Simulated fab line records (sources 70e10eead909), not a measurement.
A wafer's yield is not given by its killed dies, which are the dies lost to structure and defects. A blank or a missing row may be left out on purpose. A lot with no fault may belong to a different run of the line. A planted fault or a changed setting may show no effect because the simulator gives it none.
fab line records -- flow nand-harc
record: lots: 6, wafers: 18, last-day: 33
route steps=1302 shown P_M1@315 P_M2@318 END@1302
lots that met no fault: taken from a fault-free run of the same line
start-h: hours from the record's first day to the start of the lot's first wafer shown -- wait-h: hours since the lot's step before -- " repeats the value in the row above -- L1.1+2: a row that stands for several wafers -- - value missing, or start not given -- * or withheld: withheld -- < > ~ a bound
route shown NAME@n: a module of which the file shows steps, and the number in the route of the first -- usual: average and standard deviation across the fault-free wafers -- same: alike in all rows -- chamber/n: place in a boat -- sites: per-site readings -- _std_site: standard deviation across them -- _edge_site: the outer-site mean with the inner-site mean subtracted -- radius-mm: how far each site lies from the wafer's centre -- mask NAME#n: copy n -- behind: the last tool/chamber to shape the wafer -- hold: the reason the lot was held/the length of the hold in hours/how it ended -- device: the transistor (n, p or np) that didn't switch -- end of line: tests run on the same wafers once the route is complete -- step lacking rows: just its recipe -- killed: not the wafer's yield, but the dies lost to structure and defects at the first sort -- map: shows each die of a wafer: x if killed, . if not, _ if none is there
set.NAME: the setting the step ran with; set.NAME@STEP: the setting that earlier step ran with -- model.NAME: the simulator's own value behind a step, which no gauge read
a table for each step, a row for each wafer; lots at some steps of the route
services: from which hour (start-h, from the record's first day; less than 0 if before it) a tool's chamber was out of use, for how many hours, and why
== steps ==
step: NHARC_P_M1_INSPECT_27
usual: raw-defect-count: 344/150
lot.wafer,tool,chamber,start-h,wait-h,raw-defect-count
L481.4,defect-inspect-01,-,220.78,0.0,357
L481.5,defect-inspect-01,-,220.78,0.0,558
L481.6,defect-inspect-01,-,220.78,0.0,335
L482.3,defect-inspect-02,-,226.69,0.0,276
L482.4,defect-inspect-02,-,226.69,0.0,725
L482.5,defect-inspect-02,-,226.69,0.0,390
L486.1,defect-inspect-02,-,280.96,0.0,741
L486.4,defect-inspect-02,-,280.96,0.0,650
L486.6,defect-inspect-02,-,280.96,0.0,445
L488.1,defect-inspect-02,-,290.92,0.0,442
L488.3,defect-inspect-02,-,290.92,0.0,454
L488.4,defect-inspect-02,-,290.92,0.0,266
L492.2,defect-inspect-01,-,331.35,0.0,792
L492.3,defect-inspect-01,-,331.35,0.0,410
L492.6,defect-inspect-01,-,331.35,0.0,227
L494.2,defect-inspect-02,-,346.15,0.0,271
L494.5,defect-inspect-02,-,346.15,0.0,256
L494.6,defect-inspect-02,-,346.15,0.0,312
step: NHARC_P_M1_PRE_CLEAN_32
recipe: time-s: 12, temp-c: 370, rf-power-w: 300, gas: NH3
usual: heater-power-outer-w: 390/72, heater-power-w: 663/100
lot.wafer,tool,chamber,start-h,wait-h,heater-power-outer-w,heater-power-w
L481.4,pecvd-02,2,220.88,0.1,380,680
L481.5,pecvd-02,0,220.88,0.1,413,697
L481.6,pecvd-02,1,220.88,0.1,375,677
L482.3,pecvd-01,2,226.77,0.1,372,655
L482.4,pecvd-01,2,226.77,0.1,366,653
L482.5,pecvd-01,0,226.77,0.1,314,550
L486.1,pecvd-01,1,281.03,0.1,486,764
L486.4,pecvd-01,1,281.03,0.1,485,796
L486.6,pecvd-01,0,281.03,0.1,323,556
L488.1,pecvd-03,1,290.99,0.1,420,690
L488.3,pecvd-03,0,290.99,0.1,330,549
L488.4,pecvd-03,2,290.99,0.1,254,463
L492.3,pecvd-02,2,331.43,0.1,504,831
L492.2,pecvd-02,0,331.43,0.1,363,651
L492.6,pecvd-02,1,331.43,0.1,340,645
L494.2,pecvd-03,0,346.24,0.1,348,567
L494.5,pecvd-03,1,346.24,0.1,364,621
L494.6,pecvd-03,2,346.24,0.1,302,536
step: NHARC_P_M1_DEP_33
recipe: target-thk-a: 300, temp-c: 370, target-thk-nm: 30, pressure-torr: 3, flow-sccm: 200, rf-w: 450, material: SiCN
usual: heater-power-outer-w: 355/73, heater-power-w: 618/100
lot.wafer,tool,chamber,start-h,wait-h,heater-power-outer-w,heater-power-w
L481.4,pecvd-02,2,221.05,0.2,422,736
L481.5,pecvd-02,0,221.05,0.2,374,659
L481.6,pecvd-02,1,221.05,0.2,348,651
L482.3,pecvd-01,2,226.87,0.1,340,632
L482.4,pecvd-01,2,226.87,0.1,335,615
L482.5,pecvd-01,0,226.87,0.1,343,583
L486.1,pecvd-01,1,281.11,0.1,494,771
L486.4,pecvd-01,1,281.11,0.1,490,781
L486.6,pecvd-01,0,281.11,0.1,348,581
L488.1,pecvd-03,1,291.07,0.1,366,607
L488.3,pecvd-03,0,291.07,0.1,270,471
L488.4,pecvd-03,2,291.07,0.1,266,484
L492.3,pecvd-02,2,331.54,0.1,469,766
L492.2,pecvd-02,0,331.54,0.1,332,612
L492.6,pecvd-02,1,331.54,0.1,319,634
L494.2,pecvd-03,0,346.38,0.1,281,472
L494.5,pecvd-03,1,346.38,0.1,341,574
L494.6,pecvd-03,2,346.38,0.1,238,461
step: NHARC_P_M2_DEP_00
recipe: target-thk-a: 1825, target-thk-nm: 182.5, temp-c: withheld, pressure-torr: 5, flow-sccm: 200, rf-w: 600, material: SiOC
step: NHARC_P_M2_DEHYDRATE_01
recipe: temp-c: 150, time-s: 120
step: NHARC_P_M2_HMDS_02
recipe: time-s: 30
step: NHARC_P_M2_COAT_34
recipe: temp-c: 200, time-s: 65
step: NHARC_P_M2_COAT_03
recipe: spin-rpm: 1500, resist-thk-nm: 90
step: NHARC_P_M2_SOFTBAKE_04
recipe: temp-c: 105, time-s: 55
step: NHARC_P_M2_EBR_05
step: NHARC_P_M2_EXPOSE_06
recipe: na: 1.35, target-cd-nm: 170, dose-mj: 80.78, mask-id: P_M2
step: NHARC_P_M2_PEB_07
recipe: peb-temp-c: 100, peb-time-s: 65
usual: heater-power-total-W: 156.6/0.4, plate-temp-C: 100.02/0.13
lot.wafer,tool,chamber,start-h,wait-h,heater-power-total-W,plate-temp-C
L481.4,litho-track-06,0,222.13,0.0,161.1,102.49
L481.5,litho-track-06,0,222.13,0.0,162.0,102.48
L481.6,litho-track-06,0,222.13,0.0,161.2,102.47
L482.3,litho-track-06,0,228.01,0.0,162.1,102.63
L482.4,litho-track-06,0,228.01,0.0,162.2,102.61
L482.5,litho-track-06,0,228.01,0.0,161.5,102.57
L486.1,litho-track-01,0,282.27,0.1,156.3,100.21
L486.4,litho-track-01,0,282.27,0.1,156.2,100.24
L486.6,litho-track-01,0,282.27,0.1,156.9,100.06
L488.1,litho-track-01,0,292.24,0.1,156.5,100.13
L488.3,litho-track-01,0,292.24,0.1,156.3,99.95
L488.4,litho-track-01,0,292.24,0.1,157.2,100.16
L492.2,litho-track-06,0,332.69,0.1,156.9,100.08
L492.3,litho-track-06,0,332.69,0.1,157.0,100.17
L492.6,litho-track-06,0,332.69,0.1,157.0,99.95
L494.2,litho-track-01,0,347.31,0.1,156.5,100.25
L494.5,litho-track-01,0,347.31,0.1,157.0,100.15
L494.6,litho-track-01,0,347.31,0.1,157.1,100.13
step: NHARC_P_M2_DEVELOP_08
recipe: develop-time-s: 35, dev-temp-c: 23
step: NHARC_P_M2_CD_MEAS_09
recipe: target-cd-nm: 170, landing-energy-ev: 500
usual: cd-nm: 170.4/0.6
lot.wafer,tool,chamber,start-h,wait-h,cd-nm
L481.4,cd-sem-02,0,222.21,-,178.5
L481.5,cd-sem-02,0,222.21,-,177.9
L481.6,cd-sem-02,0,222.21,-,178.9
L482.3,cd-sem-02,0,228.10,-,177.8
L482.4,cd-sem-02,0,228.10,-,178.6
L482.5,cd-sem-02,0,228.10,-,178.1
L486.1,cd-sem-02,0,282.35,-,171.3
L486.4,cd-sem-02,0,282.35,-,170.5
L486.6,cd-sem-02,0,282.35,-,169.8
L488.1,cd-sem-02,0,292.31,-,171.5
L488.3,cd-sem-02,0,292.31,-,171.0
L488.4,cd-sem-02,0,292.31,-,171.2
L492.2,cd-sem-01,0,332.77,-,170.3
L492.3,cd-sem-01,0,332.77,-,170.9
L492.6,cd-sem-01,0,332.77,-,170.8
L494.2,cd-sem-03,0,347.39,-,170.5
L494.5,cd-sem-03,0,347.39,-,170.3
L494.6,cd-sem-03,0,347.39,-,170.0
step: NHARC_P_M2_OVL_MEAS_10
recipe: pitch-nm: 340
usual: overlay-x-nm: 0.2/0.94, overlay-y-nm: 0.1/1
lot.wafer,tool,chamber,start-h,wait-h,overlay-x-nm,overlay-y-nm
L481.4,overlay-01,-,222.29,-,-1.2,-0.3
L481.5,overlay-01,-,222.29,-,-1.0,-0.3
L481.6,overlay-01,-,222.29,-,-0.8,0.2
L482.3,overlay-02,-,228.19,-,1.0,0.7
L482.4,overlay-02,-,228.19,-,1.0,0.7
L482.5,overlay-02,-,228.19,-,0.7,0.6
L486.1,overlay-02,-,282.44,-,-0.2,-0.7
L486.4,overlay-02,-,282.44,-,-1.1,-0.8
L486.6,overlay-02,-,282.44,-,-0.2,-0.2
L488.1,overlay-02,-,292.40,-,0.7,0.9
L488.3,overlay-02,-,292.40,-,1.2,0.6
L488.4,overlay-02,-,292.40,-,1.0,0.6
L492.2,overlay-02,-,332.85,-,2.5,2.2
L492.3,overlay-02,-,332.85,-,3.0,1.7
L492.6,overlay-02,-,332.85,-,2.7,1.8
L494.2,overlay-02,-,347.48,-,-1.1,1.0
L494.5,overlay-02,-,347.48,-,-0.5,1.5
L494.6,overlay-02,-,347.48,-,-1.1,0.9
step: NHARC_P_M2_INSPECT_11
usual: raw-defect-count: 4.9/3
lot.wafer,tool,chamber,start-h,wait-h,raw-defect-count
L481.4,defect-inspect-02,-,222.33,0.0,4
L481.5,defect-inspect-02,-,222.33,0.0,4
L481.6,defect-inspect-02,-,222.33,0.0,5
L482.3,defect-inspect-02,-,228.23,0.0,5
L482.4,defect-inspect-02,-,228.23,0.0,4
L482.5,defect-inspect-02,-,228.23,0.0,9
L486.1,defect-inspect-01,-,282.48,0.0,4
L486.4,defect-inspect-01,-,282.48,0.0,1
L486.6,defect-inspect-01,-,282.48,0.0,2
L488.1,defect-inspect-01,-,292.44,0.0,5
L488.3,defect-inspect-01,-,292.44,0.0,3
L488.4,defect-inspect-01,-,292.44,0.0,5
L492.2,defect-inspect-02,-,332.89,0.0,5
L492.3,defect-inspect-02,-,332.89,0.0,3
L492.6,defect-inspect-02,-,332.89,0.0,1
L494.2,defect-inspect-02,-,347.52,0.0,4
L494.5,defect-inspect-02,-,347.52,0.0,4
L494.6,defect-inspect-02,-,347.52,0.0,10
step: NHARC_P_M2_DESCUM_14
recipe: time-s: 3, o2-flow-sccm: 200, ar-flow-sccm: 0, bias-power-w: 0, chemistry: O2
usual: drypump-motor-current-A: 6.1/0.52, oes-product-au: 1.000/0.0088, rf-vpp-V: 57.9/0.84, showerhead-plenum-p-Torr: 1.93/0.07, throttle-valve-pct: 11.311/0.0075
lot.wafer,tool,chamber,start-h,wait-h,drypump-motor-current-A,oes-product-au,rf-hours-counter-h,rf-vpp-V,showerhead-plenum-p-Torr,throttle-valve-pct,model.P_M2.cd-nm
L481.4,rie-diel-10,2,222.41,0.1,6.1,1.009,7.4,58.1,1.88,11.307,178.5
L481.5,rie-diel-10,3,222.41,0.1,6.2,0.998,-,58.7,1.97,11.301,176.7
L481.6,rie-diel-10,0,222.41,0.1,6.7,1.008,-,57.0,1.94,11.307,179.2
L482.4,rie-diel-11,1,228.30,0.1,5.9,0.992,6.1,56.1,1.82,11.300,178.6
L482.3,rie-diel-11,2,228.30,0.1,5.5,1.007,6.4,56.3,1.88,11.312,178.2
L482.5,rie-diel-11,0,228.30,0.1,6.7,1.001,-,58.8,2.05,11.307,178
L486.4,rie-diel-11,1,282.55,0.1,5.9,0.988,0.7,58.6,1.82,11.319,170.5
L486.1,rie-diel-11,2,282.55,0.1,5.4,0.983,0.7,58.5,1.88,11.323,170.5
L486.6,rie-diel-11,0,282.55,0.1,6.7,0.988,-,57.1,2.05,11.308,169.4
L488.1,rie-diel-11,2,292.51,0.1,5.4,0.998,0.8,58.3,1.88,11.307,171.1
L488.4,rie-diel-11,3,292.51,0.1,6.4,1.007,0.8,57.8,1.92,11.335,171.4
L488.3,rie-diel-11,0,292.51,0.1,6.6,0.999,0.7,60.1,2.05,11.311,171
L492.3,rie-diel-10,2,332.96,0.1,6.1,0.985,3.5,58.5,1.88,11.309,171.5
L492.2,rie-diel-10,0,332.96,0.1,6.7,1.001,3.0,58.4,1.94,11.308,170.7
L492.6,rie-diel-10,1,332.96,0.1,6.5,1.004,-,59.4,1.86,11.317,170.4
L494.2,rie-diel-10,3,347.59,0.1,6.2,1.008,5.6,57.0,1.97,11.315,170.1
L494.5,rie-diel-10,2,347.59,0.1,6.1,0.993,-,56.6,1.88,11.321,171.2
L494.6,rie-diel-10,3,347.59,0.1,6.2,1.010,-,57.6,1.97,11.321,169.3
step: NHARC_P_M2_ETCH_35
recipe: target-depth-a: 400, overetch-a: 120, time-s: 43.94, ion-energy-ev: 200, n2-flow-sccm: 150, h2-flow-sccm: 150, ar-flow-sccm: 0, rf-w: 400, bias-w: 150, chemistry: N2/H2
usual: drypump-motor-current-A: 6.1/0.54, oes-product-au: 1.000/0.0084, rf-vpp-V: 430.8/2.3, showerhead-plenum-p-Torr: 2.05/0.077, throttle-valve-pct: 14.172/0.0091
lot.wafer,tool,chamber,start-h,wait-h,drypump-motor-current-A,oes-product-au,rf-hours-counter-h,rf-vpp-V,showerhead-plenum-p-Torr,throttle-valve-pct
L481.4,rie-diel-10,1,222.49,0.1,6.5,0.999,6.6,428.2,1.99,14.190
L481.5,rie-diel-10,2,222.49,0.1,6.1,1.000,-,430.1,2.01,14.172
L481.6,rie-diel-10,3,222.49,0.1,6.2,1.010,-,432.0,2.10,14.164
L482.4,rie-diel-11,0,228.37,0.1,6.6,1.007,6.0,433.5,2.19,14.164
L482.3,rie-diel-11,1,228.37,0.1,5.9,0.997,6.1,427.3,1.94,14.172
L482.5,rie-diel-11,1,228.37,0.1,5.9,1.003,-,427.3,1.94,14.174
L486.4,rie-diel-11,3,282.63,0.1,6.4,1.004,0.7,432.9,2.05,14.170
L486.1,rie-diel-11,0,282.63,0.1,6.7,0.985,0.6,434.9,2.19,14.180
L486.6,rie-diel-11,3,282.63,0.1,6.4,0.999,-,430.6,2.05,14.177
L488.1,rie-diel-11,0,292.58,0.1,6.7,0.992,0.7,434.8,2.19,14.169
L488.3,rie-diel-11,1,292.58,0.1,5.9,0.997,0.8,428.3,1.94,14.173
L488.4,rie-diel-11,3,292.58,0.1,6.4,1.004,0.8,431.3,2.05,14.156
L492.3,rie-diel-10,1,333.04,0.1,6.4,1.004,2.8,428.8,1.99,14.175
L492.2,rie-diel-10,0,333.04,0.1,6.7,1.002,3.0,431.9,2.06,14.164
L492.6,rie-diel-10,2,333.04,0.1,6.1,0.988,-,429.2,2.01,14.185
L494.2,rie-diel-10,3,347.66,0.1,6.2,1.010,5.6,431.3,2.10,14.171
L494.5,rie-diel-10,3,347.66,0.1,6.2,1.004,-,432.9,2.10,14.169
L494.6,rie-diel-10,0,347.66,0.1,6.7,0.996,-,433.1,2.06,14.173
step: NHARC_P_M2_ETCH_15
recipe: target-depth-a: 1825, time-s: 91.2, c4f8-flow-sccm: withheld, ar-flow-sccm: 400, rf-w: 600, bias-w: 300, chemistry: C4F8/Ar
usual: oes-product-au: 0.943/0.023, rf-vpp-V: 441.2/2.4
lot.wafer,tool,chamber,start-h,wait-h,oes-product-au,rf-hours-counter-h,rf-vpp-V
L481.4,rie-diel-10,1,-,-,0.911,6.6,439.1
L481.6,rie-diel-10,3,-,-,0.923,-,442.5
L481.5,rie-diel-10,0,-,-,0.935,-,442.3
L482.4,rie-diel-11,3,-,-,0.979,6.4,441.2
L482.3,rie-diel-11,0,-,-,0.956,6.0,443.0
L482.5,rie-diel-11,2,-,-,0.967,-,439.9
L486.1,rie-diel-11,1,-,-,0.977,0.7,438.2
L486.4,rie-diel-11,0,-,-,0.958,0.7,444.0
L486.6,rie-diel-11,1,-,-,0.971,-,436.2
L488.3,rie-diel-11,2,-,-,0.922,0.9,440.4
L488.4,rie-diel-11,0,-,-,0.915,0.8,444.5
L488.1,rie-diel-11,1,-,-,0.911,0.9,438.2
L492.3,rie-diel-10,0,-,-,0.914,3.0,439.8
L492.2,rie-diel-10,2,-,-,0.909,3.6,438.8
L492.6,rie-diel-10,3,-,-,0.921,-,441.8
L494.2,rie-diel-10,1,-,-,0.931,4.2,438.7
L494.5,rie-diel-10,3,-,-,0.926,-,442.6
L494.6,rie-diel-10,0,-,-,0.927,-,442.5
step: NHARC_P_M2_CD_MEAS_16
usual: cd-nm: 170.2/0.92
lot.wafer,tool,chamber,start-h,wait-h,cd-nm
L481.4,cd-sem-01,-,222.70,-,178.5
L481.5,cd-sem-01,-,222.70,-,176.7
L481.6,cd-sem-01,-,222.70,-,179.2
L482.3,cd-sem-01,-,228.60,-,177.5
L482.4,cd-sem-01,-,228.60,-,178.6
L482.5,cd-sem-01,-,228.60,-,177.8
L486.1,cd-sem-03,-,282.84,-,170.7
L486.4,cd-sem-03,-,282.84,-,170.4
L486.6,cd-sem-03,-,282.84,-,169.3
L488.1,cd-sem-02,-,292.80,-,171.1
L488.3,cd-sem-02,-,292.80,-,170.8
L488.4,cd-sem-02,-,292.80,-,171.3
L492.2,cd-sem-01,-,333.26,-,170.8
L492.3,cd-sem-01,-,333.26,-,171.3
L492.6,cd-sem-01,-,333.26,-,170.5
L494.2,cd-sem-01,-,347.88,-,170.2
L494.5,cd-sem-01,-,347.88,-,171.2
L494.6,cd-sem-01,-,347.88,-,169.2
step: NHARC_P_M2_STRIP_18
recipe: power-w: 1000, n2-flow-sccm: 150, h2-flow-sccm: 150, ar-flow-sccm: 0, bias-w: 0, chemistry: N2/H2
usual: drypump-motor-current-A: 5.9/0.64, oes-product-au: 1.001/0.0094, rf-vpp-V: 90.9/0.94, showerhead-plenum-p-Torr: 2.06/0.072, throttle-valve-pct: 14.171/0.0091
lot.wafer,tool,chamber,start-h,wait-h,drypump-motor-current-A,oes-product-au,rf-hours-counter-h,rf-vpp-V,showerhead-plenum-p-Torr,throttle-valve-pct
L481.4,rie-diel-11,2,222.76,0.1,5.4,1.003,6.3,90.3,2.00,14.193
L481.5,rie-diel-11,2,222.76,0.1,5.5,1.003,-,91.5,2.00,14.172
L481.6,rie-diel-11,3,222.76,0.1,6.4,1.001,-,90.8,2.05,14.176
L482.3,rie-diel-12,3,228.67,0.1,5.1,0.995,9.7,90.5,2.02,14.171
L482.5,rie-diel-12,0,228.67,0.1,5.5,1.008,-,90.1,2.19,14.172
L482.4,rie-diel-12,2,228.67,0.1,4.6,1.004,-,93.0,2.11,14.182
L486.1,rie-diel-10,3,282.91,0.1,6.2,1.004,0.6,92.2,2.10,14.185
L486.4,rie-diel-10,2,282.91,0.1,6.1,0.988,0.8,90.7,2.01,14.158
L486.6,rie-diel-10,3,282.91,0.1,6.2,1.009,-,90.3,2.10,14.175
L488.1,rie-diel-12,2,292.88,0.1,4.6,1.018,2.4,92.4,2.11,14.172
L488.3,rie-diel-12,1,292.88,0.1,5.9,1.015,2.4,89.6,2.05,14.168
L488.4,rie-diel-12,2,292.88,0.1,4.6,1.020,-,92.2,2.11,14.153
L492.2,rie-diel-11,3,333.33,0.1,6.4,1.002,4.1,91.0,2.05,14.179
L492.3,rie-diel-11,0,333.33,0.1,6.6,0.994,4.7,92.9,2.19,14.180
L492.6,rie-diel-11,2,333.33,0.1,5.5,0.999,-,92.1,2.00,14.171
L494.2,rie-diel-11,0,347.99,0.1,6.6,0.983,5.2,91.9,2.19,14.174
L494.5,rie-diel-11,3,347.99,0.1,6.4,1.006,-,89.7,2.05,14.169
L494.6,rie-diel-11,0,347.99,0.1,6.6,0.987,-,92.4,2.19,14.174
step: NHARC_P_M2_ETCH_28
recipe: target-depth-a: 300, over-etch-frac: 0.3, time-s: 72.99, ion-energy-ev: 150, cf4-flow-sccm: 50, n2-flow-sccm: 100, ar-flow-sccm: 150, rf-w: 300, bias-w: 100, chemistry: CF4/N2
usual: drypump-motor-current-A: 5.9/0.63, oes-product-au: 1.000/0.0097, rf-vpp-V: 314.7/1.6, showerhead-plenum-p-Torr: 2.65/0.091, throttle-valve-pct: 19.794/0.0092
lot.wafer,tool,chamber,start-h,wait-h,drypump-motor-current-A,oes-product-au,rf-hours-counter-h,rf-vpp-V,showerhead-plenum-p-Torr,throttle-valve-pct,model.P_M2.cd-nm
L481.4,rie-diel-11,0,-,-,6.6,1.011,5.9,317.3,2.80,19.794,178.4
L481.5,rie-diel-11,0,-,-,6.6,0.993,-,316.3,2.80,19.797,176.2
L481.6,rie-diel-11,1,-,-,5.9,0.994,-,313.1,2.51,19.801,179.4
L482.3,rie-diel-12,3,-,-,5.1,1.006,9.8,314.5,2.60,19.805,178.4
L482.5,rie-diel-12,0,-,-,5.5,1.008,-,318.8,2.80,19.800,177.8
L482.4,rie-diel-12,2,-,-,4.6,1.002,-,315.0,2.71,19.792,178.6
L486.4,rie-diel-10,1,-,-,6.4,1.002,0.8,313.3,2.56,19.795,170.5
L486.1,rie-diel-10,3,-,-,6.2,1.004,0.6,316.1,2.70,19.783,171.4
L486.6,rie-diel-10,1,-,-,6.5,1.002,-,314.2,2.56,19.778,170.4
L488.1,rie-diel-12,2,-,-,4.7,1.014,2.5,314.9,2.71,19.804,171.2
L488.3,rie-diel-12,1,-,-,5.9,0.999,2.4,314.8,2.64,19.789,170.4
L488.4,rie-diel-12,2,-,-,4.6,1.025,-,315.3,2.71,19.802,171.6
L492.2,rie-diel-11,3,-,-,6.4,1.000,4.1,314.9,2.64,19.793,171.1
L492.3,rie-diel-11,2,-,-,5.4,0.993,3.9,313.0,2.58,19.801,172.2
L492.6,rie-diel-11,2,-,-,5.4,0.986,-,314.2,2.58,19.792,170.9
L494.2,rie-diel-11,2,-,-,5.5,1.011,4.5,314.0,2.58,19.798,170
L494.6,rie-diel-11,3,-,-,6.4,1.019,-,313.5,2.64,19.791,168.5
L494.5,rie-diel-11,0,-,-,6.6,0.992,-,316.3,2.80,19.801,171.2
step: NHARC_P_M2_STRIP_19
recipe: time-s: 600, temp-c: 30, chemistry: post-etch-residue-remover
step: NHARC_END_SORT_01
recipe: temp-c: 25
usual: defect-limited-yield: 91/3.5, killed-at-array: 59/24, killed-at-other: 0.7/1.2, killed-at-periphery: 3.5/2.6, killed-dies: 63/24, killed-open: 3.2/2.1, killed-short: 2.4/1.5
same: gross-dies: 677
lot.wafer,tool,chamber,start-h,wait-h,defect-limited-yield[%],killed-at-array,killed-at-other,killed-at-periphery,killed-dies,killed-open,killed-short
L486.1,prober-02,0,707.85,2.5,92,50,0,4,54,5,3
L486.4,prober-02,0,710.28,3.4,93,45,1,0,46,2,1
L486.6,prober-02,0,711.91,4.1,93,45,0,1,46,3,2
killed by level:class
L486.1 A_CHANNEL_HOLE_D1:chamber-film-flake=35 A_SLIT:chamber-film-flake=4 A_ZERO_WELL:chamber-film-flake=3 A_ONON_D1:geometric-particle:open=2 P_CONTACT:geometric-particle:short=1 P_M0:geometric-particle:open=1 P_M2:geometric-particle:open=1 A_ONON_D1:geometric-particle:short=1
L486.4 A_CHANNEL_HOLE_D1:chamber-film-flake=30 A_ZERO_WELL:chamber-film-flake=3 A_STAIRCASE:chamber-film-flake=3 A_SLIT:chamber-film-flake=3 A_CONTACT:chamber-film-flake=2 A_SOURCE_PLATE:geometric-particle:short=1 A_ONON_D2:geometric-particle:open=1 A_CONTACT:geometric-particle:open=1
L486.6 A_CHANNEL_HOLE_D1:chamber-film-flake=32 A_SLIT:chamber-film-flake=4 A_ONON_D1:geometric-particle:short=1 A_CHANNEL_FILL_D2:geometric-particle:short=1 A_SGD_CUT:geometric-particle:open=1 A_CONTACT:geometric-particle:open=1 A_M0:geometric-particle:open=1 P_M2:chamber-film-flake=1
== services ==
tool,chamber,start-h,hours,kind
rie-diel-11,0,210.06,-,clean
rie-diel-11,1,210.06,-,clean
rie-diel-11,2,210.06,-,clean
rie-diel-11,3,210.06,-,clean
rie-diel-12,1,221.23,14.2,repair
pecvd-02,-,227.00,13.0,pm
rie-diel-11,1,229.66,18.1,repair
rie-diel-11,0,234.56,-,clean
rie-diel-11,2,234.56,-,clean
rie-diel-11,3,234.56,-,clean
rie-diel-10,0,236.69,1.6,repair
rie-diel-12,2,239.03,2.4,repair
rie-diel-10,-,242.50,9.0,pm
rie-diel-12,-,255.44,1.1,repair
rie-diel-11,-,255.50,9.0,pm
rie-diel-10,3,255.71,3.9,repair
pecvd-03,2,256.58,11.3,repair
rie-diel-12,-,268.40,9.0,pm
pecvd-03,-,275.16,1.3,repair
rie-diel-12,0,290.39,2.9,repair
pecvd-01,-,311.00,13.0,pm
rie-diel-11,1,324.10,30.2,repair
litho-track-01,-,330.00,7.0,pm
rie-diel-12,2,347.30,24.0,repair
== key ==
first-sign: step: NHARC_P_M2_PEB_07, reading: plate-temp-C, direction: up, sigmas: 19, usual: *, struck: *
effect: step: NHARC_P_M2_PEB_07, reading: heater-power-total-W, direction: up, sigmas: 13, usual: *, struck: *
effect: step: NHARC_P_M2_CD_MEAS_09, reading: cd-nm, direction: up, sigmas: 13, usual: 170.4, struck: 178.3
effect: step: NHARC_P_M2_CD_MEAS_16, reading: cd-nm, direction: up, sigmas: 8.5, usual: 170.2, struck: 178.0
model-effect: step: NHARC_P_M2_DESCUM_14, value: P_M2.cd-nm, without: 170.1, struck: 178.2
model-effect: step: NHARC_P_M2_ETCH_28, value: P_M2.cd-nm, without: 170.1, struck: 178.1
met-at NHARC_P_M2_PEB_07
struck-wafers L481.4,L481.5,L481.6,L482.3,L482.4,L482.5
fault: kind: process-parameter-drift, tool: litho-track-06, chamber: -, onset-h: 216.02, steps: NHARC_P_M2_PEB_07, channel: peb-temp-c, offset: *, shape: step, end-h: 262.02, acts-in: *, stated: *
